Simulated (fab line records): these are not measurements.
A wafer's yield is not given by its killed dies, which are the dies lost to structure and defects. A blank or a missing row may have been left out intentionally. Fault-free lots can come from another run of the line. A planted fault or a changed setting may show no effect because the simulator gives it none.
Which tool was responsible? :: flow nand_harc :: 13 lots, 38 wafers sampled, at 5 steps of a route of 1302

WHAT EACH GAUGE READ, for each wafer
NHARC_P_M2_THK_MEAS_24: measures by xrf. Usual: thk_nm 144.4 nm, standard deviation 1.6.
lot: L812
measured: day 6 12:52
on: film_metro-02
thk_nm (nm): 142.5 142.8 143.5
flag: 

lot: L814
measured: day 7 08:29
on: film_metro-02
thk_nm (nm): 143.9 150.8 144.6
flag: 

lot: L816
measured: day 8 04:02
on: film_metro-02
thk_nm (nm): 144.2 143.9 145.0
flag: 

lot: L817
measured: day 8 11:25
on: film_metro-02
thk_nm (nm): 146.3 146.3 146.0
flag: 

lot: L818
measured: day 8 23:23
on: film_metro-02
thk_nm (nm): 143.7 143.3 144.7
flag: 

lot: L819
measured: day 9 15:25
on: film_metro-02
thk_nm (nm): 143.3 144.6 143.3
flag: 

lot: L823
measured: day 11 01:52
on: film_metro-02
thk_nm (nm): 145.3 145.3 145.0
flag: 

lot: L822
measured: day 11 03:55
on: film_metro-02
thk_nm (nm): 144.0 142.7 142.6
flag: 

lot: L824
measured: day 11 10:05
on: film_metro-01
thk_nm (nm): 147.3 145.5 144.7
flag: 

lot: L825
measured: day 12 12:28
on: film_metro-01
thk_nm (nm): 143.3 142.6 144.4
flag: 

lot: L827
measured: day 12 16:14
on: film_metro-01
thk_nm (nm): 141.6 144.4 143.9
flag: 

lot: L830
measured: day 13 21:38
on: film_metro-01
thk_nm (nm): 145.9 146.0
flag: 

lot: L834
measured: day 15 15:08
on: film_metro-02
thk_nm (nm): 147.0 146.6 141.3
flag: 

NHARC_P_M2_INSPECT_27. Usual: raw_defect_count 328, standard deviation 140.
lot: L812
measured: day 6 13:01
on: defect_inspect-02
raw_defect_count: 330 366 361
flag: 

lot: L814
measured: day 7 08:38
on: defect_inspect-01
raw_defect_count: 310 416 430
flag: 

lot: L816
measured: day 8 04:11
on: defect_inspect-01
raw_defect_count: 345 320 295
flag: 

lot: L817
measured: day 8 11:34
on: defect_inspect-02
raw_defect_count: 194 259 284
flag: 

lot: L818
measured: day 8 23:32
on: defect_inspect-01
raw_defect_count: 317 258 505
flag: 

lot: L819
measured: day 9 15:35
on: defect_inspect-02
raw_defect_count: 293 372 274
flag: 

lot: L823
measured: day 11 02:01
on: defect_inspect-01
raw_defect_count: 327 461 510
flag: 

lot: L822
measured: day 11 04:05
on: defect_inspect-01
raw_defect_count: 254 205 339
flag: 

lot: L824
measured: day 11 10:14
on: defect_inspect-01
raw_defect_count: 502 285 499
flag: 

lot: L825
measured: day 12 12:37
on: defect_inspect-02
raw_defect_count: 405 573 557
flag: 

lot: L827
measured: day 12 16:23
on: defect_inspect-02
raw_defect_count: 439 746 447
flag: 

lot: L830
measured: day 13 21:47
on: defect_inspect-01
raw_defect_count: 199 259
flag: 

lot: L834
measured: day 15 15:17
on: defect_inspect-02
raw_defect_count: 345 404 203
flag: 

NHARC_P_BONDPAD_THK_MEAS_33: measures by ellipsometry. Usual: thk_nm 200.0 nm, standard deviation 1.6.
lot: L812
measured: day 6 14:14
on: film_metro-02
thk_nm (nm): 198.9 199.4 200.2
flag: 

lot: L814
measured: day 7 09:52
on: film_metro-02
thk_nm (nm): 200.9 198.3 201.7
flag: 

lot: L816
measured: day 8 05:24
on: film_metro-01
thk_nm (nm): 199.8 198.6 200.9
flag: 

lot: L817
measured: day 8 12:47
on: film_metro-01
thk_nm (nm): 196.9 200.3 202.1
flag: 

lot: L818
measured: day 9 00:46
on: film_metro-01
thk_nm (nm): 199.2 199.9 198.2
flag: 

lot: L819
measured: day 9 16:49
on: film_metro-02
thk_nm (nm): 198.1 200.7 200.5
flag: 

lot: L823
measured: day 11 03:32
on: film_metro-01
thk_nm (nm): 201.1 202.4 202.0
flag: 

lot: L822
measured: day 11 05:36
on: film_metro-02
thk_nm (nm): 199.3 198.8 201.3
flag: 

lot: L824
measured: day 11 11:35
on: film_metro-01
thk_nm (nm): 197.6 197.1 198.3
flag: 

lot: L825
measured: day 12 13:49
on: film_metro-02
thk_nm (nm): 199.1 201.0 199.5
flag: 

lot: L827
measured: day 12 17:37
on: film_metro-01
thk_nm (nm): 198.4 203.4 198.6
flag: 

lot: L830
measured: day 13 23:02
on: film_metro-01
thk_nm (nm): 201.0 196.4
flag: 

lot: L834
measured: day 15 16:31
on: film_metro-02
thk_nm (nm): 199.1 197.5 199.2
flag: 

NHARC_END_SORT_01. Usual: for defect_limited_yield, 90.1 % with a standard deviation of 2.6; for killed_at_array, 63 with a standard deviation of 17; for killed_at_other, 0.8 with a standard deviation of 1.1; for killed_at_periphery, 3.5 with a standard deviation of 3; for killed_dies, 67 with a standard deviation of 17; for killed_open, 3.1 with a standard deviation of 1.6; for killed_short, 2.6 with a standard deviation of 1.4.
lot: L812
measured: day 25 04:38
on: prober-02
defect_limited_yield (%): 88.9 88.3 89.1
killed_at_array: 70 75 72
killed_at_other: 0 1 0
killed_at_periphery: 5 3 2
killed_dies: 75 79 74
killed_open: 3 4 7
killed_short: 1 6 4
flag: 

lot: L814
measured: day 25 13:07
on: prober-01
defect_limited_yield (%): 87.7 87.4 91.1
killed_at_array: 79 80 57
killed_at_other: 0 4 3
killed_at_periphery: 4 1 0
killed_dies: 83 85 60
killed_open: 8 2 3
killed_short: 1 2 3
flag: 

lot: L816
measured: day 25 17:34
on: prober-02
defect_limited_yield (%): 84.0 86.3 86.3
killed_at_array: 106 90 90
killed_at_other: 1 0 0
killed_at_periphery: 1 3 3
killed_dies: 108 93 93
killed_open: 3 5 4
killed_short: 2 3 3
flag: 

lot: L817
measured: day 25 21:46
on: prober-01
defect_limited_yield (%): 95.3 96.2 96.5
killed_at_array: 27 19 17
killed_at_other: 0 1 0
killed_at_periphery: 5 6 7
killed_dies: 32 26 24
killed_open: 2 5 2
killed_short: 5 2 2
flag: 

lot: L818
measured: day 26 13:50
on: prober-02
defect_limited_yield (%): 93.5 91.3 92.8
killed_at_array: 39 56 46
killed_at_other: 0 0 0
killed_at_periphery: 5 3 3
killed_dies: 44 59 49
killed_open: 2 3 3
killed_short: 4 2 3
flag: 

lot: L819
measured: day 27 05:41
on: prober-01
defect_limited_yield (%): 89.1 92.0 92.6
killed_at_array: 70 51 50
killed_at_other: 1 0 0
killed_at_periphery: 3 3 0
killed_dies: 74 54 50
killed_open: 6 6 1
killed_short: 2 0 1
flag: 

lot: L823
measured: day 28 20:01
on: prober-02
defect_limited_yield (%): 89.4 89.2 89.7
killed_at_array: 68 72 67
killed_at_other: 0 0 0
killed_at_periphery: 4 1 3
killed_dies: 72 73 70
killed_open: 5 3 6
killed_short: 2 1 3
flag: 

lot: L822
measured: day 29 01:03
on: prober-01
defect_limited_yield (%): 94.1 95.3 92.6
killed_at_array: 40 30 46
killed_at_other: 0 1 2
killed_at_periphery: 0 1 2
killed_dies: 40 32 50
killed_open: 3 3 2
killed_short: 2 2 1
flag: 

lot: L824
measured: day 29 03:45
on: prober-02
defect_limited_yield (%): 92.3 93.8 91.1
killed_at_array: 49 35 50
killed_at_other: 0 0 2
killed_at_periphery: 3 7 8
killed_dies: 52 42 60
killed_open: 2 4 5
killed_short: 2 3 2
flag: 

lot: L825
measured: day 30 10:48
on: prober-01
defect_limited_yield (%): 86.9 88.2 87.6
killed_at_array: 80 73 77
killed_at_other: 3 1 0
killed_at_periphery: 6 6 7
killed_dies: 89 80 84
killed_open: 2 2 2
killed_short: 4 2 3
flag: 

lot: L827
measured: day 30 20:20
on: prober-02
defect_limited_yield (%): 90.4 91.1 91.9
killed_at_array: 61 51 51
killed_at_other: 2 2 1
killed_at_periphery: 2 7 3
killed_dies: 65 60 55
killed_open: 5 1 2
killed_short: 2 3 3
flag: 

lot: L830
measured: day 32 15:46
on: prober-01
defect_limited_yield (%): 91.7 91.4
killed_at_array: 54 57
killed_at_other: 0 0
killed_at_periphery: 2 1
killed_dies: 56 58
killed_open: 4 2
killed_short: 2 4
flag: 

lot: L834
measured: day 33 03:03
on: prober-01
defect_limited_yield (%): 91.0 91.7 92.2
killed_at_array: 59 53 44
killed_at_other: 2 1 5
killed_at_periphery: 0 2 4
killed_dies: 61 56 53
killed_open: 4 2 4
killed_short: 5 0 2
flag: 

EACH LOT AND THE TOOL THAT RAN IT (in order: tool; ch and the chambers of the sampled wafers; start)
lot: L812
NHARC_P_BONDPAD_ETCH_24: rie_diel-02 ch 2,3, day 6 15:35

lot: L814
NHARC_P_BONDPAD_ETCH_24: rie_diel-12 ch 1,2, day 7 11:11

lot: L816
NHARC_P_BONDPAD_ETCH_24: rie_diel-04 ch 2,3, day 8 06:44

lot: L817
NHARC_P_BONDPAD_ETCH_24: rie_diel-12 ch 0,1,2, day 8 13:59

lot: L818
NHARC_P_BONDPAD_ETCH_24: rie_diel-12 ch 0,1,2, day 9 02:05

lot: L819
NHARC_P_BONDPAD_ETCH_24: rie_diel-12 ch 0,3, day 9 18:00

lot: L823
NHARC_P_BONDPAD_ETCH_24: rie_diel-12 ch 1,2,3, day 11 04:51

lot: L822
NHARC_P_BONDPAD_ETCH_24: rie_diel-04 ch 0,3, day 11 06:55

lot: L824
NHARC_P_BONDPAD_ETCH_24: rie_diel-12 ch 0,2,3, day 11 12:54

lot: L825
NHARC_P_BONDPAD_ETCH_24: rie_diel-12 ch 0,2,3, day 12 15:08

lot: L827
NHARC_P_BONDPAD_ETCH_24: rie_diel-12 ch 0,1, day 12 18:55

lot: L830
NHARC_P_BONDPAD_ETCH_24: rie_diel-12 ch 1,2, day 14 00:14

lot: L834
NHARC_P_BONDPAD_ETCH_24: rie_diel-04 ch 0,1,3, day 15 17:50
- NHARC_P_BONDPAD_ETCH_24: etches the open film in CF4/N2, target depth 30 nm, time 72.99 s.

AS READ BY THE TOOLS THEMSELVES (means over the sampled wafers that have a number; for cases with no such wafer, the mark the record gives instead)
NHARC_P_BONDPAD_ETCH_24. Usual: drypump_motor_current_A 5.6 A, standard deviation 0.33; oes_product_au 1.001 a.u., standard deviation 0.011; rf_vpp_V 314.2 V, standard deviation 1.7; run_length_s 94.2 s, standard deviation 0.4; showerhead_plenum_p_Torr 2.63 Torr, standard deviation 0.087; throttle_valve_pct 19.795 %, standard deviation 0.0091.
lot: L812
tool: rie_diel-02
drypump_motor_current_A (A): 5.6
oes_product_au (a.u.): 0.990
rf_vpp_V (V): 315.1
run_length_s (s): 94.2
showerhead_plenum_p_Torr (Torr): 2.66
throttle_valve_pct (%): 19.791
flag: 

lot: L814
tool: rie_diel-12
drypump_motor_current_A (A): 5.3
oes_product_au (a.u.): 0.995
rf_vpp_V (V): 313.7
run_length_s (s): 94.4
showerhead_plenum_p_Torr (Torr): 2.58
throttle_valve_pct (%): 19.796
flag: 

lot: L816
tool: rie_diel-04
drypump_motor_current_A (A): 5.7
oes_product_au (a.u.): 0.994
rf_vpp_V (V): 316.1
run_length_s (s): 94.4
showerhead_plenum_p_Torr (Torr): 2.73
throttle_valve_pct (%): 19.796
flag: 

lot: L817
tool: rie_diel-12
drypump_motor_current_A (A): 5.5
oes_product_au (a.u.): 1.007
rf_vpp_V (V): 313.3
run_length_s (s): 94.1
showerhead_plenum_p_Torr (Torr): 2.56
throttle_valve_pct (%): 19.796
flag: 

lot: L818
tool: rie_diel-12
drypump_motor_current_A (A): 5.5
oes_product_au (a.u.): 1.013
rf_vpp_V (V): 313.1
run_length_s (s): 94.1
showerhead_plenum_p_Torr (Torr): 2.56
throttle_valve_pct (%): 19.793
flag: 

lot: L819
tool: rie_diel-12
drypump_motor_current_A (A): 5.8
oes_product_au (a.u.): 1.006
rf_vpp_V (V): 314.2
run_length_s (s): 93.8
showerhead_plenum_p_Torr (Torr): 2.62
throttle_valve_pct (%): 19.792
flag: 

lot: L823
tool: rie_diel-12
drypump_motor_current_A (A): 5.5
oes_product_au (a.u.): 0.993
rf_vpp_V (V): 314.1
run_length_s (s): 94.4
showerhead_plenum_p_Torr (Torr): 2.62
throttle_valve_pct (%): 19.796
flag: 

lot: L822
tool: rie_diel-04
drypump_motor_current_A (A): 5.8
oes_product_au (a.u.): 0.990
rf_vpp_V (V): 315.7
run_length_s (s): 94.3
showerhead_plenum_p_Torr (Torr): 2.73
throttle_valve_pct (%): 19.790
flag: 

lot: L824
tool: rie_diel-12
drypump_motor_current_A (A): 5.6
oes_product_au (a.u.): 1.004
rf_vpp_V (V): 313.5
run_length_s (s): 94.0
showerhead_plenum_p_Torr (Torr): 2.60
throttle_valve_pct (%): 19.793
flag: 

lot: L825
tool: rie_diel-12
drypump_motor_current_A (A): 5.6
oes_product_au (a.u.): 0.999
rf_vpp_V (V): 314.3
run_length_s (s): 87.8
showerhead_plenum_p_Torr (Torr): 2.60
throttle_valve_pct (%): 19.795
flag: OFF

lot: L827
tool: rie_diel-12
drypump_motor_current_A (A): 5.5
oes_product_au (a.u.): 0.997
rf_vpp_V (V): 314.7
run_length_s (s): 88.4
showerhead_plenum_p_Torr (Torr): 2.59
throttle_valve_pct (%): 19.800
flag: OFF

lot: L830
tool: rie_diel-12
drypump_motor_current_A (A): 5.2
oes_product_au (a.u.): 0.998
rf_vpp_V (V): 312.6
run_length_s (s): 85.1
showerhead_plenum_p_Torr (Torr): 2.55
throttle_valve_pct (%): 19.797
flag: OFF

lot: L834
tool: rie_diel-04
drypump_motor_current_A (A): 5.6
oes_product_au (a.u.): 0.992
rf_vpp_V (V): 315.7
run_length_s (s): 94.3
showerhead_plenum_p_Torr (Torr): 2.72
throttle_valve_pct (%): 19.800
flag: 

THE ANSWER, worked out from the rows above alone
Rule: take the mean of a lot's wafers that have a number; if it is more than 3 standard deviations from the usual mean, the lot is off. A lot without any number at a reading at which 4 lots or more have one is off too. Any other lot the step has rows for is counted as sound. The gauges are gone through in route order, then the tools' own readings, and for those a lot's mean is taken as printed above. At the first step where some lot is off, the reading lying furthest off is the one used; lots without a number count as furthest.
Off: L825, L827, L830, at NHARC_P_BONDPAD_ETCH_24 (run_length_s).
If a tool, at that step or one of the process steps before it, ran each lot that is off and ran no sound lot following the first of them, it fits. One fits: rie_diel-12 at NHARC_P_BONDPAD_ETCH_24. A fault onset in the window from L824 (day 11 12:54, its last sound lot) to L825 (day 12 15:08, its first lot off) fits.
The tool's own readings at NHARC_P_BONDPAD_ETCH_24 bear it out: on the lots that are off they differ by more than 5 times the standard deviation of the sound lots' means. run_length_s reads 87.1 s there against 94.2 s on the sound lots.

WHAT THE SIMULATOR PUT IN
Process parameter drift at NHARC_P_BONDPAD_ETCH_24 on rie_diel-12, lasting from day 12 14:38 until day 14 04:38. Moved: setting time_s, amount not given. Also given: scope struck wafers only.
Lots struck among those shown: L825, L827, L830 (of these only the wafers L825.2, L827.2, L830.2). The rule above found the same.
